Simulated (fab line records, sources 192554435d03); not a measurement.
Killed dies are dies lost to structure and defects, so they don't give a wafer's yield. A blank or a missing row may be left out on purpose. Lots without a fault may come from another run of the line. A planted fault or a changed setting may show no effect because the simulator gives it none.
Chamber matching | flow n5_finfet | N5_DUMMY_GATE_ETCH_37 on rie_diel-04: 4 sister chambers
The step etches SOC in N2/H2, target depth 60 nm, overetch 30 nm. 30 wafers are shown with their chamber, then 12 later ones without.

WAFERS WITH THEIR CHAMBER
wafer  | chamber | showerhead_plenum_p_Torr (Torr) | throttle_valve_pct (%) | drypump_motor_current_A (A)
L074.1 | 3       | 2.36                            | 17.37                  | 5.7
L074.2 | 1       | 2.63                            | 17.43                  | 6.2
L074.3 | 2       | 2.62                            | 17.98                  | 6.0
L077.4 | 2       | 2.62                            | 18.00                  | 6.1
L077.5 | 3       | 2.36                            | 17.38                  | 5.6
L077.6 | 1       | 2.63                            | 17.44                  | 6.2
L079.1 | 3       | 2.36                            | 17.40                  | 5.6
L079.2 | 2       | 2.62                            | 18.02                  | 6.0
L079.3 | 1       | 2.63                            | 17.45                  | 6.2
L079.4 | 0       | 2.43                            | 17.50                  | 5.4
L079.5 | 2       | 2.62                            | 18.01                  | 6.1
L079.6 | 1       | 2.63                            | 17.47                  | 6.2
L080.1 | 3       | 2.35                            | 17.40                  | 5.7
L080.2 | 0       | 2.43                            | 17.49                  | 5.4
L080.3 | 1       | 2.62                            | 17.45                  | 6.2
L080.4 | 2       | 2.62                            | 18.02                  | 6.1
L080.5 | 0       | 2.43                            | 17.50                  | 5.5
L080.6 | 3       | 2.35                            | 17.40                  | 5.7
L081.2 | 3       | 2.35                            | 17.41                  | 5.7
L081.3 | 0       | 2.43                            | 17.50                  | 5.4
L081.5 | 3       | 2.35                            | 17.40                  | 5.6
L082.1 | 1       | 2.62                            | 17.46                  | 6.2
L082.2 | 2       | 2.62                            | 18.02                  | 6.1
L082.3 | 3       | 2.35                            | 17.40                  | 5.7
L082.4 | 0       | 2.43                            | 17.50                  | 5.4
L082.5 | 3       | 2.35                            | 17.42                  | 5.7
L082.6 | 2       | 2.62                            | 18.00                  | 6.1
L085.1 | 3       | 2.35                            | 17.42                  | 5.6
L085.2 | 1       | 2.62                            | 17.48                  | 6.2
L085.3 | 0       | 2.43                            | 17.51                  | 5.4

SIGNATURES (means of the wafers above)
reading                  | chamber 0 | chamber 1 | chamber 2 | chamber 3 | scatter within a chamber
showerhead_plenum_p_Torr | 2.4300    | 2.6257    | 2.6200    | 2.3530    | 0.00383
throttle_valve_pct       | 17.5000   | 17.4543   | 18.0071   | 17.4000   | 0.0146
drypump_motor_current_A  | 5.417     | 6.200     | 6.071     | 5.660     | 0.0423
Rule: a wafer's distance from a chamber is the root of the sum, over the readings, of the square of ((its reading less the chamber's mean) divided by the reading's scatter). The wafer belongs to the nearest chamber; if the next one is less than 2 further off, it can't be placed. The scatter: the root of (the sum of the squares of (reading less its chamber's mean) over the shown wafers, divided by (wafers less chambers)).

WAFERS WITHOUT THEIR CHAMBER
wafer  | showerhead_plenum_p_Torr (Torr) | throttle_valve_pct (%) | drypump_motor_current_A (A)
L087.2 | 2.42                            | 17.54                  | 5.5
L087.3 | 2.62                            | 17.46                  | 6.2
L087.4 | 2.61                            | 18.04                  | 6.0
L090.1 | 2.42                            | 17.53                  | 5.4
L090.2 | 2.62                            | 17.48                  | 6.2
L090.3 | 2.61                            | 18.04                  | 6.1
L091.1 | 2.61                            | 18.04                  | 6.0
L091.5 | 2.61                            | 18.06                  | 6.0
L091.6 | 2.35                            | 17.44                  | 5.7
L094.2 | 2.61                            | 17.51                  | 6.2
L094.3 | 2.61                            | 18.06                  | 6.1
L094.5 | 2.35                            | 17.44                  | 5.6

WHICH CHAMBER EACH WENT THROUGH
wafer  | from the rows above | in truth
L087.2 | 0                   | 0
L087.3 | 1                   | 1
L087.4 | 2                   | 2
L090.1 | 0                   | 0
L090.2 | 1                   | 1
L090.3 | 2                   | 2
L091.1 | 2                   | 2
L091.5 | 2                   | 2
L091.6 | 3                   | 3
L094.2 | 1                   | 1
L094.3 | 2                   | 2
L094.5 | 3                   | 3
Placed correctly: 12 of 12. Can't be placed from these rows: 0. Placed wrongly: 0.
